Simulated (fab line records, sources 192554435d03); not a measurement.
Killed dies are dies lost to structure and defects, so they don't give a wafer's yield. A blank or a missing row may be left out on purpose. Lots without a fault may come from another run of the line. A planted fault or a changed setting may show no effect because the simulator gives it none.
Which tool did it? | flow n5_finfet | 22 lots, 66 wafers sampled, at 2 steps of a route of 1938

WHAT THE GAUGES READ, wafer by wafer
N5_BEOL_M5_CD_MEAS_35: target cd 28 nm, target cd y 24 nm. Usual: cd_nm 28.0 nm, standard deviation 0.35.
lot  | measured     | on        | cd_nm (nm)     | flag
L074 | day 8 13:10  | cd_sem-03 | 27.7 28.3 27.8 |
L076 | day 8 13:20  | cd_sem-03 | 27.9 27.2 28.0 |
L077 | day 9 00:10  | cd_sem-01 | 27.7 27.9 27.8 |
L078 | day 9 06:29  | cd_sem-03 | 27.8 27.7 27.9 |
L079 | day 9 06:36  | cd_sem-02 | 27.8 28.3 27.9 |
L080 | day 9 10:57  | cd_sem-02 | 28.5 27.6 28.3 |
L081 | day 10 01:47 | cd_sem-02 | 27.9 27.8 27.8 |
L082 | day 10 06:16 | cd_sem-02 | 28.5 28.3 28.1 |
L083 | day 10 10:14 | cd_sem-03 | 27.3 28.0 27.9 |
L084 | day 10 18:32 | cd_sem-02 | 27.9 28.4 27.5 |
L085 | day 11 01:52 | cd_sem-03 | 28.2 27.7 28.0 |
L088 | day 11 12:11 | cd_sem-03 | 28.0 27.8 28.2 |
L089 | day 11 15:29 | cd_sem-01 | 28.0 27.4 27.7 |
L087 | day 11 18:19 | cd_sem-01 | 28.2 27.2 28.0 |
L090 | day 11 21:30 | cd_sem-02 | 28.3 28.2 28.3 |
L091 | day 12 02:53 | cd_sem-02 | 28.2 28.0 27.8 |
L093 | day 13 13:20 | cd_sem-03 | 27.8 28.7 28.2 |
L092 | day 13 13:57 | cd_sem-03 | 28.3 28.4 28.6 |
L097 | day 13 16:50 | cd_sem-01 | 28.2 27.9 28.3 |
L094 | day 13 17:12 | cd_sem-02 | 27.6 27.3 28.4 |
L095 | day 13 21:07 | cd_sem-03 | 27.8 28.3 28.2 |
L096 | day 14 14:22 | cd_sem-03 | 27.5 28.2 28.0 |

WHICH TOOL RAN EACH LOT (tool, then ch and the chambers of the sampled wafers, then the start)
lot  | N5_BEOL_M5_STRIP_91
L074 | rie_diel-04 ch 0,1,2, day 8 13:10 or earlier
L076 | rie_diel-06 ch 0,3, day 8 13:20 or earlier
L077 | rie_diel-04 ch 0,2,3, day 9 00:10 or earlier
L078 | rie_diel-02 ch 0,2, day 9 06:29 or earlier
L079 | rie_diel-06 ch 1,3, day 9 06:36 or earlier
L080 | rie_diel-04 ch 0,1, day 9 10:57 or earlier
L081 | rie_diel-04 ch 2,3, day 10 01:47 or earlier
L082 | rie_diel-04 ch 2,3, day 10 06:16 or earlier
L083 | rie_diel-06 ch 0,2,3, day 10 10:14 or earlier
L084 | rie_diel-04 ch 2,3, day 10 18:32 or earlier
L085 | rie_diel-04 ch 0,1,3, day 11 01:52 or earlier
L088 | rie_diel-06 ch 0,1,2, day 11 12:11 or earlier
L089 | rie_diel-02 ch 0,1,2, day 11 15:29 or earlier
L087 | rie_diel-04 ch 2,3, day 11 18:19 or earlier
L090 | rie_diel-06 ch 1,2, day 11 21:30 or earlier
L091 | rie_diel-02 ch 0,2,3, day 12 02:53 or earlier
L093 | rie_diel-06 ch 0,2, day 13 13:20 or earlier
L092 | rie_diel-06 ch 1,2, day 13 13:57 or earlier
L097 | rie_diel-02 ch 0,2, day 13 16:50 or earlier
L094 | rie_diel-06 ch 0,1,2, day 13 17:12 or earlier
L095 | rie_diel-06 ch 0,1,2, day 13 21:07 or earlier
L096 | rie_diel-06 ch 0,2,3, day 14 14:22 or earlier
- N5_BEOL_M5_STRIP_91: strips in N2/H2, time 10 s.

WHAT THE TOOLS THEMSELVES READ (means of the sampled wafers that have a number; where no wafer has one, the mark that the record gives instead)
N5_BEOL_M5_STRIP_91. Usual: bias_power_w 6.999 W, standard deviation 0.02; chamber_pressure_mTorr 19.997 mTorr, standard deviation 0.018; drypump_motor_current_A 5.6 A, standard deviation 0.35; oes_product_au 0.77 a.u., standard deviation 0.07; rf_vpp_V 59.1 V, standard deviation 0.92; showerhead_plenum_p_Torr 2.54 Torr, standard deviation 0.073; throttle_valve_pct 23.68 %, standard deviation 0.29.
lot  | tool        | bias_power_w (W) | chamber_pressure_mTorr (mTorr) | drypump_motor_current_A (A) | oes_product_au (a.u.) | rf_vpp_V (V) | showerhead_plenum_p_Torr (Torr) | throttle_valve_pct (%) | flag
L074 | rie_diel-04 | 6.996            | 20.007                         | 5.9                         | 0.76                  | 59.3         | 2.53                            | 23.50                  |
L076 | rie_diel-06 | 7.002            | 20.009                         | 5.4                         | 0.73                  | 58.1         | 2.49                            | 23.85                  |
L077 | rie_diel-04 | 6.985            | 20.001                         | 5.8                         | 0.72                  | 58.8         | 2.59                            | 23.56                  |
L078 | rie_diel-02 | 6.993            | 19.998                         | 5.5                         | 0.85                  | 59.0         | 2.59                            | 23.97                  |
L079 | rie_diel-06 | 6.990            | 19.998                         | 5.4                         | 0.77                  | 58.7         | 2.50                            | 23.84                  |
L080 | rie_diel-04 | 7.010            | 20.009                         | 5.9                         | 0.78                  | 59.2         | 2.47                            | 23.54                  |
L081 | rie_diel-04 | 7.003            | 19.989                         | 5.6                         | 0.73                  | 59.4         | 2.63                            | 23.78                  |
L082 | rie_diel-04 | 6.976            | 19.991                         | 5.9                         | 0.73                  | 59.6         | 2.63                            | 23.69                  |
L083 | rie_diel-06 | 7.000            | 19.992                         | 5.5                         | 0.76                  | 59.3         | 2.50                            | 23.68                  |
L084 | rie_diel-04 | 7.000            | 19.996                         | 5.6                         | 0.73                  | 59.3         | 2.63                            | 23.79                  |
L085 | rie_diel-04 | 7.007            | 19.988                         | 5.7                         | 0.74                  | 59.2         | 2.53                            | 23.62                  |
L088 | rie_diel-06 | 6.999            | 19.979                         | 5.5                         | 0.76                  | 59.0         | 2.54                            | 23.56                  |
L089 | rie_diel-02 | 6.997            | 20.009                         | 5.7                         | 0.80                  | 59.5         | 2.57                            | 24.03                  |
L087 | rie_diel-04 | 6.999            | 19.971                         | 5.9                         | 0.72                  | 59.5         | 2.63                            | 23.70                  |
L090 | rie_diel-06 | 7.021            | 19.988                         | 5.5                         | 0.77                  | 59.5         | 2.51                            | 23.68                  |
L091 | rie_diel-02 | 7.003            | 19.984                         | 5.4                         | 0.79                  | 59.7         | 2.57                            | 23.80                  |
L093 | rie_diel-06 | 6.997            | 19.993                         | 5.4                         | 0.91                  | 59.9         | 2.55                            | 23.24                  |
L092 | rie_diel-06 | 7.021            | 20.008                         | 5.8                         | 0.78                  | 59.7         | 2.48                            | 23.65                  |
L097 | rie_diel-02 | 7.017            | 20.010                         | 5.5                         | 0.81                  | 58.9         | 2.57                            | 24.01                  |
L094 | rie_diel-06 | 6.968            | 20.016                         | 5.5                         | 0.83                  | 59.6         | 2.53                            | 23.48                  |
L095 | rie_diel-06 | 7.013            | 19.991                         | 5.5                         | 0.84                  | 59.3         | 2.53                            | 23.47                  |
L096 | rie_diel-06 | 6.971            | 19.983                         | 5.6                         | 0.82                  | 58.1         | 2.49                            | 23.61                  |

THE ANSWER, worked out from the rows above alone
Rule: a lot is off if the mean of its wafers that have a number lies more than 3 standard deviations from the usual mean. A lot without any number at a reading at which 4 lots or more have one is off too. The other lots that the step has rows for count as sound. The gauges are gone through in route order, then the tools' own readings, and for those a lot's mean is taken as printed above. The first step at which some lot is off is used, and at that step the reading that is off furthest; a lot without a number counts as furthest.
No lot is off at any reading shown: from this, nothing can be told.

WHAT THE SIMULATOR HAD PUT IN
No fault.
